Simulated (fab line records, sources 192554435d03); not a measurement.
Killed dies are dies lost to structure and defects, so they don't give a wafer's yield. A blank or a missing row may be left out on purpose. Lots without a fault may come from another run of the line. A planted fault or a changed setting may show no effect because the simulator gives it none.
fab line records | flow n5_finfet
record lots=11 wafers=32 last_day=19
route steps=1938 shown BEOL_M10@1471
lots that met no fault: from a run of the same line without faults
start_h: hours from the record's first day to the start of the lot's first wafer shown | wait_h: hours since the lot's step before | " the same as in the row above | L1.1+2: a row that stands for several wafers | - no value, or no start given | * or withheld: withheld | < > ~ a bound
route shown NAME@n: a module of which the file shows steps, and the number in the route of the first | usual: mean/standard deviation of fault-free wafers | same: alike in all rows | chamber/n: place in a boat | sites: the reading at each site | _std_site: their standard deviation | _edge_site: outer sites' mean less inner sites' | radius_mm: how far each site lies from the wafer's centre | mask NAME#n: copy n | behind: the tool/chamber that last shaped the wafer | hold: why the lot was held/for how many hours/how that ended | device: the transistor (n, p or np) that didn't switch | end of line: the same wafers' tests at the end of the route | a step without rows: its recipe alone | killed: dies lost to structure and defects at the first sort, not the wafer's yield | map: a wafer's dies, x killed, . not, _ none there
set.NAME: the setting as run; set.NAME@STEP: as run at that earlier step | model.NAME: the simulator's own value behind a step, which no gauge read
steps of the route over a sample of lots; a table a step, a row a wafer
services: from which hour (start_h, from the record's first day; less than 0 if before it) a tool's chamber was out of use, for how many hours, and why
## steps
# step N5_BEOL_M10_CURE_71
# recipe temp_c=385 time_s=240 ambient=He/Ar material=SiCOH_lowk
# usual lamp_power_pct=52.32/0.055 wafer_temp_C_max=386.9/0.74
# columns lot.wafer tool chamber start_h wait_h lamp_power_pct wafer_temp_C_max
L754.2 uv_cure-03 0 209.08 0.2 52.35 386.5
L754.3 " 0 " " 52.32 387.1
L754.5 " 0 " " 52.37 387.0
L756.2 uv_cure-01 0 218.33 0.2 52.30 386.4
L756.4 " 0 " " 52.32 386.0
L756.5 " 0 " " 52.29 385.9
L757.2 uv_cure-01 2 234.40 0.1 52.36 387.8
L757.4 " 2 " " 52.34 387.1
L757.5 " 2 " " 52.28 387.5
L759.3 uv_cure-02 2 243.86 0.2 52.34 386.8
L759.4 " 2 " " 52.29 386.9
L759.6 " 2 " " 52.32 387.1
L762.1 uv_cure-03 2 269.17 0.1 52.40 386.3
L762.3 " 2 " " 52.34 386.4
L762.4 " 2 " " 52.44 386.4
L763.1 uv_cure-03 1 284.80 0.1 52.27 388.6
L763.3 " 1 " " 52.35 387.6
L763.6 " 1 " " 52.47 387.9
L764.1 uv_cure-03 1 290.09 0.1 52.28 387.5
L764.3 " 1 " " 52.29 387.5
L764.4 " 1 " " 52.41 387.8
L765.3 uv_cure-01 2 310.67 0.2 52.41 387.6
L765.4 " 2 " " 52.23 387.2
L765.6 " 2 " " 52.39 387.5
L766.1 uv_cure-01 0 311.78 0.0 52.32 386.2
L766.2 " 0 " " 52.24 386.2
L766.6 " 0 " " 52.32 386.3
L774.1 uv_cure-02 2 340.50 0.0 52.33 386.9
L774.4 " 2 " " 52.28 387.0
L777.2 uv_cure-01 1 378.73 0.1 52.24 386.1
L777.5 " 1 " " 52.35 386.5
L777.6 " 1 " " 52.36 385.9
# step N5_BEOL_M10_CD_MEAS_11
# recipe target_cd_nm=64.1 landing_energy_ev=500 detector=se_inlens polarity=opening
# usual cd_nm=64.1/0.46
# columns lot.wafer tool chamber start_h wait_h cd_nm
L754.2 cd_sem-03 0 210.40 - 63.7
L754.3 " 0 " " 63.9
L754.5 " 0 " " 64.0
L756.2 cd_sem-03 0 219.84 - 64.8
L756.4 " 0 " " 64.5
L756.5 " 0 " " 63.7
L757.2 cd_sem-01 0 235.42 - 64.4
L757.4 " 0 " " 64.9
L757.5 " 0 " " 64.4
L759.3 cd_sem-02 0 245.35 - 64.0
L759.4 " 0 " " 64.3
L759.6 " 0 " " 64.3
L762.1 cd_sem-03 0 273.85 - 63.9
L762.3 " 0 " " 64.4
L762.4 " 0 " " 64.7
L763.1 cd_sem-03 0 287.21 - 63.5
L763.3 " 0 " " 64.4
L763.6 " 0 " " 64.2
L764.1 cd_sem-02 0 293.91 - 63.3
L764.3 " 0 " " 63.3
L764.4 " 0 " " 63.7
L765.3 cd_sem-02 0 312.82 - 65.3
L765.4 " 0 " " 64.4
L765.6 " 0 " " 64.1
L766.1 cd_sem-01 0 313.21 - 63.7
L766.2 " 0 " " 65.1
L766.6 " 0 " " 63.7
L774.1 cd_sem-01 0 342.80 - 63.9
L774.4 " 0 " " 64.1
L777.2 cd_sem-02 0 383.30 - 64.4
L777.5 " 0 " " 64.1
L777.6 " 0 " " 64.0
# step N5_BEOL_M10_ETCH_65
# recipe chemistry=CF4 target=SiARC target_depth_a=390 mask_material=CAR-ArF time_s=65 ion_energy_ev=80 pressure_mtorr=40 source_w=545 bias_w=36 Ar_flow_sccm=100 cf4_flow_sccm=100 ends=cleared
# usual drypump_motor_current_A=5.7/0.33 etch_rf_on_time_s=64.4/0.79 oes_product_au=0.69/0.073 rf_vpp_V=184.1/1.2 showerhead_plenum_p_Torr=2.14/0.071 throttle_valve_pct=15.47/0.12
# columns lot.wafer tool chamber start_h wait_h drypump_motor_current_A etch_rf_on_time_s oes_product_au rf_hours_counter_h rf_vpp_V showerhead_plenum_p_Torr throttle_valve_pct
L754.2 rie_diel-06 1 212.80 0.0 5.6 66.1 0.63 181 185.3 2.13 15.54
L754.3 " 2 " " 5.7 63.9 0.78 27 182.5 2.09 15.40
L754.5 " 0 " " 5.3 64.2 0.70 - 186.0 2.26 15.47
L756.2 rie_diel-06 1 221.08 0.0 5.6 65.3 0.62 184 185.0 2.13 15.56
L756.4 " 0 " " 5.3 63.6 0.70 67 184.1 2.26 15.47
L756.5 " 1 " " 5.6 65.5 0.62 - 183.8 2.13 15.55
L757.2 rie_diel-02 3 240.91 0.0 5.2 64.6 0.61 209 184.9 2.21 15.57
L757.4 " 0 " " 5.9 64.1 0.61 189 183.3 2.21 15.44
L757.5 " 0 " " 5.9 63.7 0.61 - 185.3 2.21 15.45
L759.3 rie_diel-06 1 247.58 0.0 5.6 65.8 0.61 193 184.4 2.12 15.58
L759.4 " 0 " " 5.3 65.3 0.68 - 186.4 2.25 15.50
L759.6 " 1 " " 5.6 66.3 0.61 - 182.9 2.12 15.56
L762.1 rie_diel-06 0 278.02 0.0 5.3 63.8 0.68 86 186.9 2.25 15.52
L762.3 " 1 " " 5.6 65.5 0.61 204 184.3 2.12 15.60
L762.4 " 3 " " 6.2 63.9 0.84 6 187.1 2.28 15.31
L763.1 rie_diel-01 1 288.29 0.0 5.5 64.5 0.80 8 182.8 2.11 15.64
L763.3 " 3 " " 6.4 64.1 0.75 51 182.6 2.09 15.39
L763.6 " 1 " " 5.5 63.5 0.80 - 184.4 2.11 15.65
L764.1 rie_diel-02 1 298.92 0.0 5.8 64.3 0.71 61 181.5 2.09 15.41
L764.3 " 0 " " 5.9 63.5 0.59 209 185.4 2.20 15.46
L764.4 " 3 " " 5.2 64.0 0.60 230 185.0 2.20 15.61
L765.3 rie_diel-06 1 315.46 0.0 5.6 65.7 0.60 219 184.9 2.12 15.62
L765.4 " 0 " " 5.3 63.9 0.67 100 184.6 2.25 15.55
L765.6 " 3 " " 6.2 63.8 0.82 - 186.1 2.27 15.30
L766.1 rie_diel-02 3 315.56 0.0 5.2 63.7 0.60 236 183.8 2.20 15.62
L766.2 " 2 " " 5.7 63.2 0.71 86 183.9 2.08 15.40
L766.6 " 1 " " 5.8 64.8 0.70 - 184.1 2.09 15.43
L774.1 rie_diel-06 2 345.07 0.0 5.7 64.0 0.71 76 183.4 2.08 15.49
L774.4 " 3 " " 6.2 122.4 0.65 26 185.3 2.27 15.33
L777.2 rie_diel-02 2 384.81 0.0 5.7 65.0 0.67 113 183.6 2.07 15.46
L777.5 " 3 " " 5.2 63.1 0.84 - 184.6 2.19 15.15
L777.6 " 0 " " 5.9 65.6 0.57 - 184.8 2.19 15.55
# step N5_BEOL_M10_OCD_MEAS_38
# usual trench_depth_nm=149.5/1.8
# columns lot.wafer tool chamber start_h wait_h trench_depth_nm
L754.2 ocd-01 - 213.26 - 149.6
L754.3 " - " " 153.5
L754.5 " - " " 152.6
L756.2 ocd-01 - 221.54 - 146.2
L756.4 " - " " 150.3
L756.5 " - " " 146.3
L757.2 ocd-01 - 241.37 - 150.0
L757.4 " - " " 151.0
L757.5 " - " " 150.5
L759.3 ocd-02 - 248.04 - 145.9
L759.4 " - " " 149.1
L759.6 " - " " 145.7
L762.1 ocd-02 - 278.48 - 149.1
L762.3 " - " " 145.4
L762.4 " - " " 148.2
L763.1 ocd-02 - 288.74 - 148.0
L763.3 " - " " 149.5
L763.6 " - " " 151.5
L764.1 ocd-02 - 299.38 - 150.8
L764.3 " - " " 150.6
L764.4 " - " " 150.0
L765.3 ocd-01 - 315.93 - 148.7
L765.4 " - " " 150.6
L765.6 " - " " 151.7
L766.1 ocd-02 - 316.03 - 148.8
L766.2 " - " " 150.9
L766.6 " - " " 149.1
L774.1 ocd-02 - 345.53 - 151.8
L774.4 " - " " 149.9
L777.2 ocd-02 - 385.27 - 151.8
L777.5 " - " " 155.8
L777.6 " - " " 147.7
## services
# columns tool chamber start_h hours kind
rie_diel-02 0 212.15 22.1 repair
rie_diel-06 3 215.95 2.9 repair
uv_cure-02 - 219.28 0.4 repair
uv_cure-03 - 223.90 1.0 pm
uv_cure-03 - 224.90 14.6 pm
uv_cure-02 - 229.93 6.0 pm
rie_diel-01 1 240.61 - clean
rie_diel-01 1 240.61 - consumable_replace:focus_ring
rie_diel-06 3 242.73 - clean
rie_diel-06 3 242.73 - consumable_replace:focus_ring
rie_diel-06 3 242.73 - consumable_replace:showerhead
uv_cure-01 - 249.01 2.5 repair
uv_cure-03 - 258.60 0.5 repair
uv_cure-01 - 266.11 6.0 pm
rie_diel-02 2 281.00 6.7 repair
rie_diel-01 2 307.95 1.8 repair
uv_cure-03 - 331.88 0.3 repair
uv_cure-02 - 354.84 2.1 pm
rie_diel-06 0 360.39 6.0 repair
rie_diel-02 3 362.31 - clean
rie_diel-02 3 362.31 - consumable_replace:focus_ring
rie_diel-02 3 362.31 18.8 scheduled_down
rie_diel-02 3 362.31 18.8 vent_cycle
rie_diel-01 1 371.83 1.8 repair
## key
first_sign step=N5_BEOL_M10_ETCH_65 reading=etch_rf_on_time_s direction=up sigmas=73 usual=* struck=*
effect none on later readings
met_at N5_BEOL_M10_ETCH_65
struck_lots L774
struck_wafers L774.4
not_acting_at N5_BEOL_M10_CURE_71,N5_BEOL_M10_CD_MEAS_11,N5_BEOL_M10_OCD_MEAS_38
onset_between 315.46 345.07
fault kind=process_parameter_drift tool=rie_diel-06 chamber=- onset_h=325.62 steps=N5_BEOL_M10_ETCH_65 channel=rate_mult offset=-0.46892 shape=step end_h=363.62 scope=struck_wafers_only
